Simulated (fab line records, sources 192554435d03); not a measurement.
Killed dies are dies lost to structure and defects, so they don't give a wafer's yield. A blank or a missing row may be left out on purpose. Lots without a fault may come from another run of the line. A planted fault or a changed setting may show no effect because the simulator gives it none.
Chamber matching | flow n5_finfet | N5_BEOL_M8_PECVD_70 on pecvd-03: 3 sister chambers
The step deposits SiO2 from TEOS/O2, target thk 20 nm, time 22.7 s. 6 wafers are shown with their chamber, then 8 later ones without.

WAFERS WITH THEIR CHAMBER
wafer  | chamber | throttle_valve_pct (%) | heater_power_w (W)
L085.1 | 0       | 20.6                   | 627
L085.2 | 1       | 23.0                   | 642
L083.1 | 2       | 21.0                   | 947
L083.3 | 2       | 21.0                   | 952
L083.4 | 1       | 23.3                   | 610
L086.3 | 0       | 20.9                   | 620

WAFERS WITHOUT THEIR CHAMBER
wafer  | throttle_valve_pct (%) | heater_power_w (W)
L086.4 | 20.7                   | 625
L086.5 | 21.1                   | 860
L097.2 | 21.3                   | 874
L097.4 | 21.4                   | 875
L097.5 | 21.3                   | 892
L095.2 | 23.0                   | 667
L095.3 | 22.9                   | 682
L095.4 | 21.2                   | 903

WHICH CHAMBER EACH WENT THROUGH
wafer  | from the rows above | in truth
L086.4 | 0                   | 0
L086.5 | 2                   | 2
L097.2 | 2                   | 2
L097.4 | 2                   | 2
L097.5 | 2                   | 2
L095.2 | 1                   | 1
L095.3 | 1                   | 1
L095.4 | 2                   | 2
Placed correctly: 8 of 8. Can't be placed from these rows: 0. Placed wrongly: 0.
How it was worked out, from the rows above alone: a wafer's distance from a chamber is the root of the sum, over the readings, of the square of ((its reading less the chamber's mean) divided by the reading's scatter). The wafer belongs to the nearest chamber; if the next one is less than 2 further off, it can't be placed. A chamber's mean is the mean of its shown wafers. The scatter: the root of (the sum of the squares of (reading less its chamber's mean) over the shown wafers, divided by (wafers less chambers)).
